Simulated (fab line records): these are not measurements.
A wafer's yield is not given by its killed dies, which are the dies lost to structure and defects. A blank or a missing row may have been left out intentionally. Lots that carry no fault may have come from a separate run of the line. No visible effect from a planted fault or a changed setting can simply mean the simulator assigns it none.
Split-lot study + flow n5Finfet + 39 wafers read across 7 lots, on a route 1938 steps long

THE SPLIT ITSELF
At N5_MIM_TOP_SPUTTER_03 (material TiN, target thk 35 nm, time 89.7 s), the setting timeS was moved away from the recipe's 89.7 s on 9 of the 39 wafers read, by -34.0% to +24.7%. All remaining wafers had this setting at the recipe value.

The reading comes from the split's own step.

THE READING
TiN_of_MIM_TOP_SPUTTER_03.thkNm (the simulator's own value, which no gauge read), in nm, at N5_MIM_TOP_SPUTTER_03 (material TiN, target thk 35 nm, time 89.7 s). No usual value for it is given in the file. Average 35.0 nm, standard deviation 0.4 nm, over the 30 wafers here run with the recipe.

| wafer  | tool, chamber at the split | timeS as run, s | against the recipe | TiN_of_MIM_TOP_SPUTTER_03.thkNm, nm | against lot-mates on the recipe |
|--------|----------------------------|-----------------|--------------------|-------------------------------------|---------------------------------|
| L075.1 | pvdSputter-02, -           | 59.18           | -34.0%             | 23                                  | -11.7                           |
| L075.2 | pvdSputter-02, -           | 89.7            | recipe             | 35.2                                | -                               |
| L075.3 | pvdSputter-02, -           | 89.7            | recipe             | 34.6                                | -                               |
| L075.4 | pvdSputter-02, -           | 89.7            | recipe             | 34.4                                | -                               |
| L075.5 | pvdSputter-02, -           | 59.18           | -34.0%             | 22.8                                | -11.9                           |
| L075.6 | pvdSputter-02, -           | 59.18           | -34.0%             | 23.2                                | -11.5                           |
| L078.1 | pvdSputter-02, -           | 89.7            | recipe             | 35                                  | -                               |
| L078.6 | pvdSputter-02, -           | 89.7            | recipe             | 35                                  | -                               |
| L078.4 | pvdSputter-02, -           | 89.7            | recipe             | 34.6                                | -                               |
| L079.1 | pvdSputter-03, -           | 110.7           | +23.4%             | 43.2                                | +7.9                            |
| L079.4 | pvdSputter-03, -           | 110.7           | +23.4%             | 43.2                                | +7.9                            |
| L079.2 | pvdSputter-03, -           | 89.7            | recipe             | 35.2                                | -                               |
| L079.3 | pvdSputter-03, -           | 89.7            | recipe             | 35.4                                | -                               |
| L079.6 | pvdSputter-03, -           | 89.7            | recipe             | 35.4                                | -                               |
| L079.5 | pvdSputter-03, -           | 110.7           | +23.4%             | 43                                  | +7.7                            |
| L083.1 | pvdSputter-02, -           | 89.7            | recipe             | 35.2                                | -                               |
| L083.6 | pvdSputter-02, -           | 89.7            | recipe             | 35.2                                | -                               |
| L083.2 | pvdSputter-02, -           | 89.7            | recipe             | 35.4                                | -                               |
| L083.3 | pvdSputter-02, -           | 89.7            | recipe             | 34.4                                | -                               |
| L083.4 | pvdSputter-02, -           | 89.7            | recipe             | 34.6                                | -                               |
| L083.5 | pvdSputter-02, -           | 89.7            | recipe             | 35                                  | -                               |
| L084.1 | pvdSputter-02, -           | 89.7            | recipe             | 35.4                                | -                               |
| L084.4 | pvdSputter-02, -           | 89.7            | recipe             | 35.4                                | -                               |
| L084.2 | pvdSputter-02, -           | 111.9           | +24.7%             | 43.4                                | +7.9                            |
| L084.3 | pvdSputter-02, -           | 111.9           | +24.7%             | 43.8                                | +8.3                            |
| L084.6 | pvdSputter-02, -           | 111.9           | +24.7%             | 43.8                                | +8.3                            |
| L084.5 | pvdSputter-02, -           | 89.7            | recipe             | 35.6                                | -                               |
| L089.1 | pvdSputter-03, -           | 89.7            | recipe             | 35.6                                | -                               |
| L089.2 | pvdSputter-03, -           | 89.7            | recipe             | 35                                  | -                               |
| L089.3 | pvdSputter-03, -           | 89.7            | recipe             | 35.4                                | -                               |
| L089.6 | pvdSputter-03, -           | 89.7            | recipe             | 35.4                                | -                               |
| L089.4 | pvdSputter-03, -           | 89.7            | recipe             | 35.2                                | -                               |
| L089.5 | pvdSputter-03, -           | 89.7            | recipe             | 35.8                                | -                               |
| L095.1 | pvdSputter-01, -           | 89.7            | recipe             | 34.8                                | -                               |
| L095.3 | pvdSputter-01, -           | 89.7            | recipe             | 34.8                                | -                               |
| L095.2 | pvdSputter-01, -           | 89.7            | recipe             | 34.6                                | -                               |
| L095.4 | pvdSputter-01, -           | 89.7            | recipe             | 34.6                                | -                               |
| L095.6 | pvdSputter-01, -           | 89.7            | recipe             | 34.6                                | -                               |
| L095.5 | pvdSputter-01, -           | 89.7            | recipe             | 34.4                                | -                               |

THE FIT
A straight line over all 39 wafers: TiN_of_MIM_TOP_SPUTTER_03.thkNm changes by +0.351 nm for each +1% of timeS; r = +1.00; the points scatter about the line by 0.37 nm.
The same after taking each lot's own level away (the mean of its wafers on the recipe; 39 wafers): +0.339 nm for each +1%; r = +1.00; scatter 0.24 nm.
On that fit, the largest move of timeS shifts the reading by 12 nm.
The lots' own levels span 34.63 to 35.47 nm, that is 2.1 times the standard deviation above.
The two slopes are in agreement: the lot-to-lot level therefore moves the slope only a little.
Check: with one of the wafers moved furthest among these (-34.0%) left out of the fit, the line predicts -11.5 nm for it against its lot-mates. It came out at -11.7 nm against them.

FURTHER SPLITS ON THESE WAFERS
Other splits were also applied to these wafers ahead of the reading. Each is held against what the fit with the lots' levels taken away leaves over:
| other split on the same wafers | wafers away from the commonest value | r with TiN_of_MIM_TOP_SPUTTER_03.thkNm (lot level and that fit taken away) |
|--------------------------------|--------------------------------------|----------------------------------------------------------------------------|
| N5_BEOL_M14_ILD_DEP_00 timeS   | 12                                   | +0.02                                                                      |

FILE'S OWN FIT
TiN_of_MIM_TOP_SPUTTER_03.thkNm changes by +0.339 nm for each +1% of timeS, r = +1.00.
